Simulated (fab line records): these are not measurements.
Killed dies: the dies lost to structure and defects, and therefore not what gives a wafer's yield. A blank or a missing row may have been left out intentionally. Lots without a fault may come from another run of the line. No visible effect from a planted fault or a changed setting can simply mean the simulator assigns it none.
Matching of chambers | flow n5-finfet | N5_BEOL_M6_CURE_75 on uv-cure-02: 3 sister chambers
The step cures SiCOH lowk, time 120 s. 3 wafers are shown with their chamber, then 8 later ones without.

EACH WAFER AND ITS CHAMBER
wafer  | chamber | wafer_temp_C_max
L082.6 | 0       | 371.7
L089.6 | 1       | 370.6
L094.1 | 2       | 370.9

WAFERS WITHOUT THEIR CHAMBER
wafer  | wafer_temp_C_max
L094.2 | 371.2
L094.5 | 370.9
L096.1 | 370.9
L096.2 | 371.2
L096.6 | 371.3
L095.1 | 370.9
L095.2 | 370.7
L095.5 | 371.4

EACH ONE'S CHAMBER
wafer  | from the rows above          | in truth
L094.2 | can't be placed: 2 or 0 or 1 | 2
L094.5 | can't be placed: 2 or 1      | 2
L096.1 | can't be placed: 2 or 1      | 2
L096.2 | can't be placed: 2 or 0 or 1 | 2
L096.6 | can't be placed: 0 or 2 or 1 | 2
L095.1 | can't be placed: 2 or 1      | 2
L095.2 | can't be placed: 1 or 2      | 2
L095.5 | can't be placed: 0 or 2      | 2
Placed correctly: 0 of 8. Not placeable from these rows: 8 (in 8, the candidates include the true chamber). Wrongly placed: 0.
How it was worked out, from the rows above alone: a wafer's distance from a chamber is the root of the sum, over the readings, of the square of ((its reading less the chamber's mean) divided by the reading's scatter). If the next closest chamber is less than 2 further off than the closest, the wafer can't be placed; otherwise it belongs to the closest. For every chamber, the mean is computed from those of its wafers that are shown. The scatter: with one shown wafer a chamber, the root of the mean of the squares of how far each hidden wafer lies from its nearest shown one.
